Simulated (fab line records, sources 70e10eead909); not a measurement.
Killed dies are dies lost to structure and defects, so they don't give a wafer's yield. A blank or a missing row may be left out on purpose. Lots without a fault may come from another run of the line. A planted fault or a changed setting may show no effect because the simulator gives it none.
Chamber matching | flow nand_harc | NHARC_A_SGD_CUT_CMP_21 on cmp-01: 4 sister chambers
The step polishes, target thk 148.19 nm. 20 wafers are shown with their chamber, then 10 later ones without.

WAFERS WITH THEIR CHAMBER
wafer  | chamber | motor_current_A (A) | edge_zone_pressure_frac | time_to_endpoint_s (s)
L077.4 | 1       | 13.6                | 0.995                   | 54
L077.5 | 2       | 12.3                | 0.999                   | 50
L077.6 | 3       | 13.6                | 1.002                   | 50
L078.2 | 0       | 11.0                | 1.005                   | 46
L078.4 | 1       | 13.7                | 1.002                   | 50
L078.6 | 1       | 12.9                | 1.003                   | 52
L076.1 | 3       | 12.9                | 0.999                   | 52
L076.4 | 2       | 12.2                | 0.990                   | 49
L076.6 | 3       | 13.7                | 0.999                   | 53
L081.1 | 1       | 13.5                | 1.006                   | 60
L081.4 | 3       | 13.6                | 0.999                   | 52
L081.5 | 2       | 12.7                | 0.993                   | 51
L082.1 | 3       | 13.4                | 0.995                   | 49
L082.5 | 0       | 10.8                | 0.998                   | 54
L082.6 | 3       | 13.0                | 1.003                   | 51
L084.1 | 0       | 11.1                | 0.997                   | 48
L084.4 | 3       | 12.8                | 1.001                   | 50
L084.5 | 1       | 12.7                | 0.998                   | 54
L086.2 | 2       | 12.4                | 0.993                   | 49
L086.5 | 1       | 12.6                | 1.011                   | 52

SIGNATURES (means of the wafers above)
reading                 | chamber 0 | chamber 1 | chamber 2 | chamber 3 | scatter within a chamber
motor_current_A         | 10.967    | 13.167    | 12.400    | 13.286    | 0.373
edge_zone_pressure_frac | 1.00000   | 1.00250   | 0.99375   | 0.99971   | 0.00421
time_to_endpoint_s      | 49.33     | 53.67     | 49.75     | 51.00     | 2.61
Rule: a wafer's distance from a chamber is the root of the sum, over the readings, of the square of ((its reading less the chamber's mean) divided by the reading's scatter). The wafer belongs to the nearest chamber; if the next one is less than 2 further off, it can't be placed. The scatter: the root of (the sum of the squares of (reading less its chamber's mean) over the shown wafers, divided by (wafers less chambers)).

WAFERS WITHOUT THEIR CHAMBER
wafer  | motor_current_A (A) | edge_zone_pressure_frac | time_to_endpoint_s (s)
L086.6 | 10.7                | 0.998                   | 42
L090.1 | 10.8                | 0.989                   | 46
L090.2 | 13.8                | 1.005                   | 52
L090.5 | 10.5                | 0.992                   | 47
L096.3 | 12.4                | 0.998                   | 49
L096.4 | 13.9                | 0.997                   | 49
L096.5 | 13.6                | 1.005                   | 52
L097.3 | 11.8                | 0.989                   | 50
L097.5 | 11.0                | 1.006                   | 48
L097.6 | 13.2                | 1.000                   | 50

WHICH CHAMBER EACH WENT THROUGH
wafer  | from the rows above          | in truth
L086.6 | 0                            | 0
L090.1 | can't be placed: 0 or 2      | 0
L090.2 | can't be placed: 3 or 1      | 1
L090.5 | 0                            | 0
L096.3 | can't be placed: 2 or 3 or 1 | 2
L096.4 | can't be placed: 3 or 1      | 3
L096.5 | can't be placed: 1 or 3      | 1
L097.3 | can't be placed: 2 or 0      | 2
L097.5 | 0                            | 0
L097.6 | can't be placed: 3 or 1      | 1
Placed correctly: 3 of 10. Can't be placed from these rows: 7 (the true chamber is among the candidates in 7). Placed wrongly: 0.
